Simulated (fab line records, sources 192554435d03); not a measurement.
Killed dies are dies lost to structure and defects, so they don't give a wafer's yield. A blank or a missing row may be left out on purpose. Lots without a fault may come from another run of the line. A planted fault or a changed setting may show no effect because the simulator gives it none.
One fault seen from 2 desks | flow n5_finfet | each desk has only its own numbers; what lay behind them comes last

THE TOOL OWNER'S DESK: euv_scanner-01
The tool's own readings at N5_BEOL_M1_EXPOSE_08 (exposes mask M1): means of the sampled wafers that have a number, for each lot that ran on this tool. A lot is out of limits, marked OUT, if its mean lies more than 4 standard deviations from the usual mean; the brackets give that distance.
Columns: A = exposure_dose_mJ_cm2 at N5_BEOL_M1_EXPOSE_08, usual 32.95
lot  | first seen here | A
L187 | day 7 06:48     | 32.95
L197 | day 9 20:23     | 32.37 (-13) OUT
L198 | day 10 02:43    | 32.47 (-11) OUT
This desk's finding: out of limits on L197, L198; first on L197, day 9 20:23 (exposure_dose_mJ_cm2 at N5_BEOL_M1_EXPOSE_08). In limits: L187.

THE METROLOGY DESK
What the gauges read, lot by lot, whatever tool the lot ran on: means of the sampled wafers that have a number. A lot is out of limits, marked OUT, if its mean lies more than 4 standard deviations from the usual mean; the brackets give that distance. Of its 10 readings 7 are shown: those that lie furthest out on some lot.
Columns: A = DIBL_N at N5_BEOL_M4_RC_MEAS_101, usual 36.4 mV/V; B = IOFF_P at N5_BEOL_M4_RC_MEAS_101, usual 0.21 nA/um; C = ION_P at N5_BEOL_M4_RC_MEAS_101, usual 463 uA/um; D = SS_N at N5_BEOL_M4_RC_MEAS_101, usual 71.5 mV/dec; E = SS_P at N5_BEOL_M4_RC_MEAS_101, usual 73.2 mV/dec; F = VT_N at N5_BEOL_M4_RC_MEAS_101, usual 250.0 mV; G = VT_P at N5_BEOL_M4_RC_MEAS_101, usual -250 mV
lot  | first seen here | A    | B    | C   | D    | E    | F     | G
L187 | day 9 01:38     | 35.6 | 0.21 | 469 | 71.5 | 72.8 | 251.1 | -247
L197 | day 11 12:47    | 36.3 | 0.19 | 456 | 71.4 | 73.5 | 252.6 | -254
L198 | day 11 15:34    | 37.5 | 0.20 | 460 | 71.7 | 73.1 | 249.9 | -251
L201 | day 12 12:47    | 36.8 | 0.22 | 466 | 71.9 | 73.3 | 248.9 | -248
This desk's finding: nothing out of limits on any of the 4 lots.

PUT TOGETHER
The tool owner's desk could have raised an alarm at day 9 20:23, on L197, L198.
The metrology desk saw nothing out of limits.
The metrology desk has L197, L198 on record, within its limits.
Of the lots named, all ran N5_BEOL_M1_EXPOSE_08 on euv_scanner-01.

WHAT THE SIMULATOR HAD PUT IN
Process parameter drift: euv_scanner-01, from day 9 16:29 on, at N5_BEOL_M1_EXPOSE_08. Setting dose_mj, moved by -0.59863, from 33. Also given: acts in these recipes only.
Lots struck among those shown: L197, L198.
Hours from the fault's start to each desk's first reading out of limits: the tool owner's desk, 4.
